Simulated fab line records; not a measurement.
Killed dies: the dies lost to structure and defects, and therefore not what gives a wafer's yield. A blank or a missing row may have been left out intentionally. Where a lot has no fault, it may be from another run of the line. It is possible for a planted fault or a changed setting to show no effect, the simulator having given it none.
Chamber matching :: flow n5Finfet :: rieDiel-05 running N5_DUMMY_GATE_ETCH_31: 4 sister chambers
The step etches SiO2 in C4F6/O2, target depth 82.5 nm, time 27.5 s. 16 wafers are shown with their chamber, then 8 later ones without.

== WAFERS PAIRED WITH THEIR CHAMBERS ==
wafer: L074.1
chamber: 2
rfVppV (V): 637
showerheadPlenumPTorr (Torr): 2.72
drypumpMotorCurrentA (A): 5.7

wafer: L074.4
chamber: 3
rfVppV (V): 669
showerheadPlenumPTorr (Torr): 2.77
drypumpMotorCurrentA (A): 5.3

wafer: L074.6
chamber: 3
rfVppV (V): 669
showerheadPlenumPTorr (Torr): 2.78
drypumpMotorCurrentA (A): 5.3

wafer: L077.1
chamber: 1
rfVppV (V): 672
showerheadPlenumPTorr (Torr): 2.88
drypumpMotorCurrentA (A): 6.2

wafer: L077.2
chamber: 2
rfVppV (V): 637
showerheadPlenumPTorr (Torr): 2.72
drypumpMotorCurrentA (A): 5.7

wafer: L077.4
chamber: 0
rfVppV (V): 683
showerheadPlenumPTorr (Torr): 2.94
drypumpMotorCurrentA (A): 5.0

wafer: L078.1
chamber: 0
rfVppV (V): 682
showerheadPlenumPTorr (Torr): 2.94
drypumpMotorCurrentA (A): 5.0

wafer: L078.2
chamber: 1
rfVppV (V): 672
showerheadPlenumPTorr (Torr): 2.88
drypumpMotorCurrentA (A): 6.1

wafer: L078.4
chamber: 2
rfVppV (V): 635
showerheadPlenumPTorr (Torr): 2.72
drypumpMotorCurrentA (A): 5.7

wafer: L085.2
chamber: 2
rfVppV (V): 635
showerheadPlenumPTorr (Torr): 2.71
drypumpMotorCurrentA (A): 5.7

wafer: L085.4
chamber: 0
rfVppV (V): 683
showerheadPlenumPTorr (Torr): 2.94
drypumpMotorCurrentA (A): 4.9

wafer: L085.6
chamber: 2
rfVppV (V): 637
showerheadPlenumPTorr (Torr): 2.71
drypumpMotorCurrentA (A): 5.7

wafer: L088.1
chamber: 0
rfVppV (V): 680
showerheadPlenumPTorr (Torr): 2.94
drypumpMotorCurrentA (A): 5.0

wafer: L088.4
chamber: 1
rfVppV (V): 671
showerheadPlenumPTorr (Torr): 2.87
drypumpMotorCurrentA (A): 6.2

wafer: L088.5
chamber: 3
rfVppV (V): 668
showerheadPlenumPTorr (Torr): 2.76
drypumpMotorCurrentA (A): 5.4

wafer: L095.1
chamber: 2
rfVppV (V): 635
showerheadPlenumPTorr (Torr): 2.71
drypumpMotorCurrentA (A): 5.7

SIGNATURES (means of the wafers above)
reading: rfVppV
chamber 0: 682.00
chamber 1: 671.67
chamber 2: 636.00
chamber 3: 668.67
scatter within a chamber: 1.05

reading: showerheadPlenumPTorr
chamber 0: 2.9400
chamber 1: 2.8767
chamber 2: 2.7150
chamber 3: 2.7700
scatter within a chamber: 0.00589

reading: drypumpMotorCurrentA
chamber 0: 4.975
chamber 1: 6.167
chamber 2: 5.700
chamber 3: 5.333
scatter within a chamber: 0.0417
Rule: for each reading, subtract the chamber's mean from the wafer's reading, divide by that reading's scatter and square the result; add these up over the readings and take the root, which gives the wafer's distance from the chamber. The wafer belongs to the nearest chamber; if the next one is less than 2 further off, it can't be placed. The scatter: the root of (the sum of the squares of (reading less its chamber's mean) over the shown wafers, divided by (wafers less chambers)).

== WAFERS WITH NO CHAMBER GIVEN ==
wafer: L095.3
rfVppV (V): 670
showerheadPlenumPTorr (Torr): 2.76
drypumpMotorCurrentA (A): 5.4

wafer: L095.6
rfVppV (V): 682
showerheadPlenumPTorr (Torr): 2.93
drypumpMotorCurrentA (A): 5.0

wafer: L097.1
rfVppV (V): 671
showerheadPlenumPTorr (Torr): 2.87
drypumpMotorCurrentA (A): 6.2

wafer: L097.3
rfVppV (V): 633
showerheadPlenumPTorr (Torr): 2.71
drypumpMotorCurrentA (A): 5.7

wafer: L097.6
rfVppV (V): 672
showerheadPlenumPTorr (Torr): 2.87
drypumpMotorCurrentA (A): 6.2

wafer: L096.1
rfVppV (V): 670
showerheadPlenumPTorr (Torr): 2.76
drypumpMotorCurrentA (A): 5.4

wafer: L096.3
rfVppV (V): 671
showerheadPlenumPTorr (Torr): 2.87
drypumpMotorCurrentA (A): 6.2

wafer: L096.4
rfVppV (V): 670
showerheadPlenumPTorr (Torr): 2.76
drypumpMotorCurrentA (A): 5.4

== WHICH CHAMBER EACH WENT THROUGH ==
wafer: L095.3
from the rows above: 3
in truth: 3

wafer: L095.6
from the rows above: 0
in truth: 0

wafer: L097.1
from the rows above: 1
in truth: 1

wafer: L097.3
from the rows above: 2
in truth: 2

wafer: L097.6
from the rows above: 1
in truth: 1

wafer: L096.1
from the rows above: 3
in truth: 3

wafer: L096.3
from the rows above: 1
in truth: 1

wafer: L096.4
from the rows above: 3
in truth: 3
Placed correctly: 8 of 8. From these rows, 0 cannot be placed. 0 placed wrongly.
